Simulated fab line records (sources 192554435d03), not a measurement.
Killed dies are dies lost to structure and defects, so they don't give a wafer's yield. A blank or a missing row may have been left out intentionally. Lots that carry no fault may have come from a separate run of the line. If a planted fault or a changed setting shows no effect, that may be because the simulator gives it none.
Split-lot study ; flow n5 finfet ; route with 1938 steps; 7 lots, 21 wafers read

== THE SPLIT ITSELF ==
At N5_FIN_SAQP_HM_DEP_03 (deposits SiNx from SiH4/NH3/N2, target thk 38 nm, time 33.6 s), the setting time s was moved away from the recipe's 33.6 s on 9 of the 21 wafers read, by -6.1% to +13.7%. The other wafers ran this setting at the recipe's value.

== FROM THE SPLIT TO THE READING: what the file shows between them, 17 steps ==
- N5_FIN_SAQP_THK_MEAS_05
- N5_FIN_SAQP_EXPOSE_13: exposes mask FIN CORE, target cd 35.6 nm (also split here: dose mj)
- N5_FIN_SAQP_PEB_14: peb time 60 s
- N5_FIN_SAQP_DEVELOP_15: develop time 30 s
- N5_FIN_SAQP_CD_MEAS_16: target cd 35.6 nm
- N5_FIN_SAQP_ETCH_52: etches SOC in N2/H2, target depth 100 nm, overetch 20 nm, time 150 s (also split here: source w)
- N5_FIN_SAQP_SPACER1_ALD_24: deposits SiO2, target thk 20.3 nm, pulse time 1 s, purge time 2 s (also split here: ald cycles)
- N5_FIN_SAQP_SPACER1_ETCHBACK_25: etches SiO2 in CHF3/O2, target depth 24.4 nm, time 12.2 s
- N5_FIN_SAQP_MANDREL1_REMOVE_56: chemistry HBr/Cl2/O2, target a-Si, stops on SiNx, bt time 10 s
- N5_FIN_SAQP_ETCH_57: etches SiNx in CH3F/O2, target depth 32.5 nm, time 46.4 s
- N5_FIN_SAQP_SPACER2_ALD_28: deposits SiO2, target thk 8.1 nm, pulse time 1 s, purge time 2 s
- N5_FIN_SAQP_SPACER2_ETCHBACK_29: etches SiO2 in CHF3/O2, target depth 12.2 nm, time 6.1 s
- N5_FIN_SAQP_MANDREL2_REMOVE_60: chemistry HBr/Cl2/O2, target a-Si, stops on SiNx, bt time 10 s
- N5_FIN_SAQP_HM_OPEN_33: chemistry CH3F/O2, target SiNx, target depth 49.4 nm, time 70.6 s
- N5_FIN_SAQP_ETCH_34: etches SiO2 in C4F6/O2, target depth 45 nm, time 15 s
- N5_FIN_SAQP_STRIP_77: strips in N2/H2, time 90 s
- N5_FIN_SAQP_PRECLEAN_38: cleans in O3/DIW, time 45 s

== THE READING ==
SiNx_of_FIN_SAQP_HM_DEP_03.thk nm (the simulator's own value, which no gauge read), in nm, at N5_FIN_SAQP_PRECLEAN_45 (cleans in dHF, time 10 s). No usual value for it is given in the file. Here, 12 wafers ran the recipe; their average is 20.9 nm with a standard deviation of 0.53 nm.

wafer;tool, chamber at the split;time s as run, s;against the recipe;SiNx_of_FIN_SAQP_HM_DEP_03.thk nm, nm;against lot-mates on the recipe
L078.2;pecvd-04, 0;33.6;recipe;21;-
L078.4;pecvd-04, 0;31.56;-6.1%;19;-2.2
L078.5;pecvd-04, 1;33.6;recipe;21.4;-
L087.2;pecvd-03, 2;33.6;recipe;20.4;-
L087.5;pecvd-03, 0;38.21;+13.7%;26.4;+6.0
L087.6;pecvd-03, 1;38.21;+13.7%;26.2;+5.8
L088.1;pecvd-03, 2;33.6;recipe;21.2;-
L088.2;pecvd-03, 0;35.63;+6.0%;23.4;+1.9
L088.6;pecvd-03, 1;33.6;recipe;21.8;-
L090.2;pecvd-04, 2;33.6;recipe;21.2;-
L090.5;pecvd-04, 1;33.6;recipe;21.2;-
L090.3;pecvd-04, 0;33.6;recipe;20.2;-
L095.2;pecvd-04, 2;37.76;+12.4%;24.6;+4.8
L095.3;pecvd-04, 0;33.6;recipe;19.8;-
L095.5;pecvd-04, 2;37.76;+12.4%;25.8;+6.0
L096.1;pecvd-02, 0;37.76;+12.4%;24.6;+3.6
L096.2;pecvd-02, 2;33.6;recipe;20.8;-
L096.6;pecvd-02, 1;33.6;recipe;21.2;-
L097.3;pecvd-02, 0;38.21;+13.7%;26;+5.0
L097.4;pecvd-02, 0;33.6;recipe;21;-
L097.5;pecvd-02, 2;38.21;+13.7%;26.4;+5.4

THE FIT
A straight line over all 21 wafers: SiNx_of_FIN_SAQP_HM_DEP_03.thk nm changes by +0.363 nm for each +1% of time s; r = +0.98; the points scatter about the line by 0.54 nm.
The same after taking each lot's own level away (the mean of its wafers on the recipe; 21 wafers): +0.395 nm for each +1%; r = +0.98; scatter 0.5 nm.
The reading moves by 5.4 nm for the largest change in time s, on that fit.
The lots' own levels span 19.80 to 21.50 nm, that is 3.2 times the standard deviation above.
Consequently the slope shifts little with the lot-to-lot level, the two slopes agreeing.
Check: for one of the wafers moved furthest among these (+13.7%), held out of the fit, the line's prediction against its lot-mates is +5.32 nm. Against them it came out at +6 nm.

== OTHER SPLITS ON THESE WAFERS ==
These wafers also went through other splits before the reading. Each is held against what the fit with the lots' levels taken away leaves over:
other split on the same wafers;wafers away from the commonest value;r with SiNx_of_FIN_SAQP_HM_DEP_03.thk nm (lot level and that fit taken away)
N5_WELL_APT_COAT_02 spin rpm;4;-0.12
N5_FIN_SAQP_EXPOSE_13 dose mj;4;-0.40
N5_FIN_SAQP_ETCH_52 source w;7;+0.26
N5_FIN_SAQP_SPACER1_ALD_24 ald cycles;7;+0.25

== THE WHOLE CHAIN: every reading that the file lists as answering this split, in the file's order ==
step;what it does;reading;change (the file's fit);r (the file's)
N5_FIN_SAQP_HM_DEP_03;deposits SiNx from SiH4/NH3/N2, target thk 38 nm, time 33.6 s;SiNx_of_FIN_SAQP_HM_DEP_03.thk nm (the simulator's own value, which no gauge read);+0.39 nm for each +1% of the setting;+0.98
N5_FIN_SAQP_THK_MEAS_05;;thk nm;withheld for each +1% of the setting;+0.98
N5_FIN_SAQP_SPACER1_ALD_24;deposits SiO2, target thk 20.3 nm, pulse time 1 s, purge time 2 s;SiO2_of_FIN_SAQP_SPACER1_ALD_24.thk nm (the simulator's own value, which no gauge read);not straight: 20.4 at the lowest setting, 20.13 at the recipe, 19.6 at the highest;not given
N5_FIN_SAQP_MANDREL1_REMOVE_56;chemistry HBr/Cl2/O2, target a-Si, stops on SiNx, bt time 10 s;FIN_SAQP.cd nm (the simulator's own value, which no gauge read);not straight: 20.4 at the lowest setting, 20.08 at the recipe, 19.6 at the highest;not given
N5_FIN_SAQP_MANDREL2_REMOVE_60;chemistry HBr/Cl2/O2, target a-Si, stops on SiNx, bt time 10 s;SiNx_of_FIN_SAQP_HM_DEP_03.thk nm (the simulator's own value, which no gauge read);+0.398 nm for each +1% of the setting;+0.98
N5_FIN_SAQP_HM_OPEN_33;chemistry CH3F/O2, target SiNx, target depth 49.4 nm, time 70.6 s;etch rf on time s;withheld for each +1% of the setting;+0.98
N5_FIN_SAQP_HM_OPEN_33;chemistry CH3F/O2, target SiNx, target depth 49.4 nm, time 70.6 s;etch.depth nm (the simulator's own value, which no gauge read);+0.395 nm for each +1% of the setting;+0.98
N5_FIN_SAQP_PRECLEAN_45;cleans in dHF, time 10 s;SiNx_of_FIN_SAQP_HM_DEP_03.thk nm (the simulator's own value, which no gauge read);+0.381 nm for each +1% of the setting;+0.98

== THE FILE'S OWN FIT ==
SiNx_of_FIN_SAQP_HM_DEP_03.thk nm changes by +0.381 nm for each +1% of time s, r = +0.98.
